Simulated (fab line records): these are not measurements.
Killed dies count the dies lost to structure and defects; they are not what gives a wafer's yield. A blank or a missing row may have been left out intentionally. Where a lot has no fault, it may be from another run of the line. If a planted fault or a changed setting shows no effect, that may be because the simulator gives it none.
fab line records -- flow n5_finfet
record lots=11, wafers=33, last_day=16
route steps=1938 shown BEOL_M8@1385 PASSIVATION@1936
lots with no fault: from the same line, run without faults
start_h: start of the lot's first displayed wafer, in hours after the record's first day -- wait_h: hours elapsed since this lot's preceding step -- " the same as in the row above -- L1.1+2: one row covering several wafers at once -- - value missing, or start not given -- * or withheld: withheld -- < > ~ a bound
route shown NAME@n: names a module that has steps shown in the file, with the first one's number in the route -- usual: the fault-free wafers' mean and standard deviation -- same: alike in all rows -- chamber/n: place in a boat -- sites: per-site readings -- _std_site: standard deviation of those values -- _edge_site: mean of outer sites minus mean of inner sites -- radius_mm: for every site, how far away it sits from the centre of the wafer -- mask NAME#n: copy n -- behind: the last tool/chamber to shape the wafer -- hold: why the lot went on hold/how many hours it stayed there/how the hold came to an end -- device: transistor that didn't switch, given as n, p or np -- end of line: the tests these same wafers got at the end of their route -- for a step that has no rows: nothing shown but its recipe -- killed: the dies lost at the first sort to structure and to defects; this is not the yield of the wafer -- map: a wafer's dies, x killed, . not, _ none there
set.NAME: setting as actually run; set.NAME@STEP: the setting as run at that earlier step -- model.NAME: the simulator's own value behind a step, which no gauge read
steps of the route over a sample of lots; a table a step, a row a wafer
services: the hour from which a tool's chamber was out of use, counted from the record's first day as start_h (under 0 if before that day), plus the number of hours and why
## steps
# step N5_BEOL_M8_CD_MEAS_35
# recipe target_cd_nm=40, polarity=opening
# usual cd_nm=40.0/0.77
lot.wafer,tool,chamber,start_h,wait_h,cd_nm
L188.1,cd_sem-01,-,209.16,0.0,38.7
L188.2,cd_sem-01,-,209.16,0.0,39.3
L188.6,cd_sem-01,-,209.16,0.0,40.8
L191.2,cd_sem-01,-,224.60,0.0,38.3
L191.3,cd_sem-01,-,224.60,0.0,39.2
L191.5,cd_sem-01,-,224.60,0.0,38.8
L189.2,cd_sem-01,-,227.76,0.0,38.9
L189.3,cd_sem-01,-,227.76,0.0,39.6
L189.5,cd_sem-01,-,227.76,0.0,39.2
L193.1,cd_sem-01,-,234.75,0.0,40.6
L193.3,cd_sem-01,-,234.75,0.0,41.5
L193.4,cd_sem-01,-,234.75,0.0,40.4
L190.3,cd_sem-02,-,235.25,0.0,40.1
L190.4,cd_sem-02,-,235.25,0.0,39.5
L190.5,cd_sem-02,-,235.25,0.0,40.2
L192.3,cd_sem-02,-,235.31,0.0,40.5
L192.4,cd_sem-02,-,235.31,0.0,38.7
L192.6,cd_sem-02,-,235.31,0.0,40.3
L195.4,cd_sem-03,-,270.02,0.0,40.4
L195.5,cd_sem-03,-,270.02,0.0,40.3
L195.6,cd_sem-03,-,270.02,0.0,40.4
L204.1,cd_sem-01,-,304.65,0.0,40.2
L204.2,cd_sem-01,-,304.65,0.0,39.3
L204.4,cd_sem-01,-,304.65,0.0,39.1
L201.2,cd_sem-01,-,318.99,0.0,40.3
L201.3,cd_sem-01,-,318.99,0.0,40.2
L201.4,cd_sem-01,-,318.99,0.0,40.5
L203.2,cd_sem-03,-,325.52,0.0,39.1
L203.4,cd_sem-03,-,325.52,0.0,40.5
L203.5,cd_sem-03,-,325.52,0.0,39.9
L205.2,cd_sem-03,-,328.43,0.0,39.9
L205.4,cd_sem-03,-,328.43,0.0,40.7
L205.5,cd_sem-03,-,328.43,0.0,40.4
# step N5_BEOL_M8_PRE_CLEAN_45
# recipe gas=H2/He, time_s=30, temp_c=250
# usual heater_power_w=342/21
lot.wafer,tool,chamber,start_h,wait_h,heater_power_w
L188.1,pvd_sputter-03,-,209.75,0.0,349
L188.2,pvd_sputter-03,-,209.75,0.0,344
L188.6,pvd_sputter-03,-,209.75,0.0,328
L191.2,pvd_sputter-02,-,225.08,0.0,321
L191.3,pvd_sputter-02,-,225.08,0.0,404
L191.5,pvd_sputter-02,-,225.08,0.0,317
L189.2,pvd_sputter-03,-,229.78,0.0,327
L189.3,pvd_sputter-03,-,229.78,0.0,347
L189.5,pvd_sputter-03,-,229.78,0.0,328
L193.1,pvd_sputter-03,-,235.32,0.0,349
L193.3,pvd_sputter-03,-,235.32,0.0,329
L193.4,pvd_sputter-03,-,235.32,0.0,339
L192.3,pvd_sputter-03,-,235.82,0.0,354
L192.4,pvd_sputter-03,-,235.82,0.0,365
L192.6,pvd_sputter-03,-,235.82,0.0,335
L190.3,pvd_sputter-02,-,235.96,0.0,323
L190.4,pvd_sputter-02,-,235.96,0.0,328
L190.5,pvd_sputter-02,-,235.96,0.0,340
L195.4,pvd_sputter-01,-,270.45,0.0,348
L195.5,pvd_sputter-01,-,270.45,0.0,342
L195.6,pvd_sputter-01,-,270.45,0.0,317
L204.1,pvd_sputter-01,-,305.43,0.0,339
L204.2,pvd_sputter-01,-,305.43,0.0,343
L204.4,pvd_sputter-01,-,305.43,0.0,344
L201.2,pvd_sputter-01,-,319.76,0.0,331
L201.3,pvd_sputter-01,-,319.76,0.0,353
L201.4,pvd_sputter-01,-,319.76,0.0,343
L203.2,pvd_sputter-01,-,326.30,0.0,364
L203.4,pvd_sputter-01,-,326.30,0.0,318
L203.5,pvd_sputter-01,-,326.30,0.0,319
L205.2,pvd_sputter-01,-,329.06,0.0,334
L205.4,pvd_sputter-01,-,329.06,0.0,323
L205.5,pvd_sputter-01,-,329.06,0.0,340
# step N5_BEOL_M8_CVD_78
# recipe material=Co, target_thk_a=20, temp_c=withheld, precursor=CCTBA/H2, pressure_torr=30, time_s=142.3
# usual run_length_s=165.2/0.56
lot.wafer,tool,chamber,start_h,wait_h,run_length_s
L188.1,cvd_co-02,1,210.30,0.0,164.2
L188.2,cvd_co-02,0,210.30,0.0,165.5
L188.6,cvd_co-02,1,210.30,0.0,164.5
L191.2,cvd_co-01,0,225.70,0.1,165.8
L191.3,cvd_co-01,1,225.70,0.1,165.1
L191.5,cvd_co-01,0,225.70,0.1,164.9
L189.2,cvd_co-01,2,230.38,0.2,164.6
L189.3,cvd_co-01,1,230.38,0.2,165.1
L189.5,cvd_co-01,0,230.38,0.2,165.2
L193.1,cvd_co-01,0,235.81,0.0,166.1
L193.3,cvd_co-01,2,235.81,0.0,164.4
L193.4,cvd_co-01,2,235.81,0.0,164.3
L192.3,cvd_co-01,1,236.33,0.0,165.1
L192.4,cvd_co-01,2,236.33,0.0,164.6
L192.6,cvd_co-01,0,236.33,0.0,165.2
L190.3,cvd_co-01,0,236.42,0.1,165.8
L190.4,cvd_co-01,2,236.42,0.1,165.1
L190.5,cvd_co-01,1,236.42,0.1,165.6
L195.4,cvd_co-02,2,271.09,0.1,165.6
L195.5,cvd_co-02,0,271.09,0.1,165.4
L195.6,cvd_co-02,1,271.09,0.1,164.5
L204.1,cvd_co-01,1,306.05,0.0,165.3
L204.2,cvd_co-01,0,306.05,0.0,165.1
L204.4,cvd_co-01,2,306.05,0.0,164.6
L201.2,cvd_co-02,0,320.44,0.1,135.6
L201.3,cvd_co-02,2,320.44,0.1,135.3
L201.4,cvd_co-02,1,320.44,0.1,134.2
L203.2,cvd_co-02,0,327.44,0.3,135.8
L203.4,cvd_co-02,1,327.44,0.3,134.1
L203.5,cvd_co-02,2,327.44,0.3,165.4
L205.2,cvd_co-01,2,329.67,0.1,164.4
L205.4,cvd_co-01,1,329.67,0.1,165.3
L205.5,cvd_co-01,2,329.67,0.1,164.5
# step N5_BEOL_M8_THK_MEAS_53
# recipe thk_meas_gauge=xrf, reads=Cu_of_BEOL_M8_ECD_50
# usual M8_THK=80.9/2.8
lot.wafer,tool,chamber,start_h,wait_h,M8_THK[nm]
L188.1,film_metro-02,-,211.37,-,79.5
L188.2,film_metro-02,-,211.37,-,82.1
L188.6,film_metro-02,-,211.37,-,81.5
L191.2,film_metro-01,-,227.54,-,79.3
L191.3,film_metro-01,-,227.54,-,81.9
L191.5,film_metro-01,-,227.54,-,81.9
L189.2,film_metro-01,-,231.38,-,82.0
L189.3,film_metro-01,-,231.38,-,80.9
L189.5,film_metro-01,-,231.38,-,78.7
L193.1,film_metro-01,-,237.09,-,84.7
L193.3,film_metro-01,-,237.09,-,81.4
L193.4,film_metro-01,-,237.09,-,79.6
L192.3,film_metro-02,-,237.55,-,78.1
L192.4,film_metro-02,-,237.55,-,77.5
L192.6,film_metro-02,-,237.55,-,79.9
L190.3,film_metro-02,-,237.79,-,79.8
L190.4,film_metro-02,-,237.79,-,81.1
L190.5,film_metro-02,-,237.79,-,83.5
L195.4,film_metro-01,-,272.07,-,82.3
L195.5,film_metro-01,-,272.07,-,81.7
L195.6,film_metro-01,-,272.07,-,80.1
L204.1,film_metro-01,-,307.16,-,76.4
L204.2,film_metro-01,-,307.16,-,80.5
L204.4,film_metro-01,-,307.16,-,77.9
L201.2,film_metro-01,-,321.75,-,81.5
L201.3,film_metro-01,-,321.75,-,83.9
L201.4,film_metro-01,-,321.75,-,85.3
L203.2,film_metro-02,-,329.17,-,83.2
L203.4,film_metro-02,-,329.17,-,84.8
L203.5,film_metro-02,-,329.17,-,79.1
L205.2,film_metro-01,-,331.04,-,82.2
L205.4,film_metro-01,-,331.04,-,82.9
L205.5,film_metro-01,-,331.04,-,83.7
# step N5_PASSIVATION_PROBE_49
# usual defect_limited_yield=91.3/1.4, killed_at_M0_to_M3=33/11, killed_at_M4_up=15/6.2, killed_at_contacts=13/6.5, killed_at_front_end=38/11, killed_at_other=3.4/2.6, killed_dies=102/17, killed_open=67/12, killed_short=34/7.9, sort_bin_5_function=5.1/0.88, sort_bin_6_memory=3.3/0.65, sort_n_pass=1078/17, sort_yield_pct=91.3/1.4
# same gross_dies=1180, killed_at_back_side=0, sort_bin_4_leakage[%]=0, sort_bin_8_speed[%]=0
lot.wafer,tool,chamber,start_h,wait_h,defect_limited_yield[%],killed_at_M0_to_M3,killed_at_M4_up,killed_at_contacts,killed_at_front_end,killed_at_other,killed_dies,killed_open,killed_short,sort_bin_5_function[%],sort_bin_6_memory[%],sort_n_pass,sort_yield_pct[%]
L205.2,prober-02,-,392.57,0.1,91.3,27,21,9,42,4,103,73,26,4.7,3.6,1077,91.3
L205.4,prober-02,-,392.67,0.2,89.7,20,26,14,55,7,122,73,47,5.6,4.0,1058,89.7
L205.5,prober-02,-,392.72,0.2,90.8,23,21,23,41,0,108,81,27,5.2,3.8,1072,90.8
L203.2,prober-01,-,394.05,0.1,90.1,20,28,20,45,4,117,86,30,6.0,3.6,1063,90.1
L203.4,prober-01,-,394.15,0.2,91.9,29,9,18,34,5,95,54,40,4.8,2.7,1085,91.9
L203.5,prober-01,-,394.20,0.2,91.4,20,11,20,48,2,101,67,33,5.1,3.5,1079,91.4
# killed by level:class
L205.2 BEOL_M2:geometric_particle:open=11 BEOL_M4:geometric_particle:open=11 STI_FIN_REVEAL:geometric_particle:open=8 BEOL_M0_SAQP:geometric_particle:open=7 GATE_CUT:geometric_particle:short=7 FIN_SAQP:geometric_particle:open=6 MOL_CONTACT_COAG:geometric_particle:open=6 BEOL_M0_SAQP:geometric_particle:short=4
L205.4 BEOL_M4:geometric_particle:open=16 FIN_SAQP:geometric_particle:short=12 MOL_CONTACT_COAG:geometric_particle:open=11 GATE_CUT:geometric_particle:short=10 FIN_SAQP:geometric_particle:open=8 STI_FIN_REVEAL:geometric_particle:open=7 BEOL_M0_SAQP:geometric_particle:short=5 BEOL_M2:geometric_particle:open=4
L205.5 MOL_CONTACT_COAG:geometric_particle:open=19 BEOL_M4:geometric_particle:open=16 FIN_SAQP:geometric_particle:open=11 GATE_CUT:geometric_particle:short=9 BEOL_M2:geometric_particle:open=9 STI_FIN_REVEAL:geometric_particle:open=7 STARTING-WAFER:geometric_particle:open=6 MOL_CONTACT_COAG:geometric_particle:short=4
L203.2 MOL_CONTACT_COAG:geometric_particle:open=20 STI_FIN_REVEAL:geometric_particle:open=18 FIN_SAQP:geometric_particle:short=13 BEOL_M2:geometric_particle:open=11 BEOL_M5:geometric_particle:open=7 BEOL_M4:geometric_particle:open=6 BEOL_M5:geometric_particle:short=5 FIN_SAQP:geometric_particle:open=3
L203.4 MOL_CONTACT_COAG:geometric_particle:open=13 BEOL_M0_SAQP:geometric_particle:short=8 FIN_SAQP:geometric_particle:short=7 FIN_SAQP:geometric_particle:open=6 DUMMY_GATE:geometric_particle:open=5 DUMMY_GATE:geometric_particle:short=5 MOL_CONTACT_COAG:geometric_particle:short=5 BEOL_M2:geometric_particle:open=5
L203.5 FIN_SAQP:geometric_particle:short=12 MOL_CONTACT_COAG:geometric_particle:open=11 STI_FIN_REVEAL:geometric_particle:open=10 FIN_SAQP:geometric_particle:open=9 MOL_CONTACT_COAG:geometric_particle:short=9 DUMMY_GATE:geometric_particle:open=7 BEOL_M2:geometric_particle:open=6 BEOL_M7:geometric_particle:open=5
## services
tool,chamber,start_h,hours,kind
cvd_co-02,-,235.74,1.7,repair
cvd_co-01,-,267.94,1.4,repair
## key
first_sign step=N5_BEOL_M8_CVD_78, reading=run_length_s, direction=down, sigmas=54, usual=*, struck=*
effect none on later readings
met_at N5_BEOL_M8_CVD_78
struck_lots L201,L203
struck_wafers L201.2,L201.3,L201.4,L203.2,L203.4
not_acting_at N5_BEOL_M8_CD_MEAS_35,N5_BEOL_M8_PRE_CLEAN_45,N5_BEOL_M8_THK_MEAS_53
onset_between 271.09 320.44
fault kind=process_parameter_drift, tool=cvd_co-02, chamber=-, onset_h=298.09, steps=N5_BEOL_M8_CVD_78, channel=time_s, offset=*, shape=step, end_h=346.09, scope=struck_wafers_only, acts_in=*, stated=*
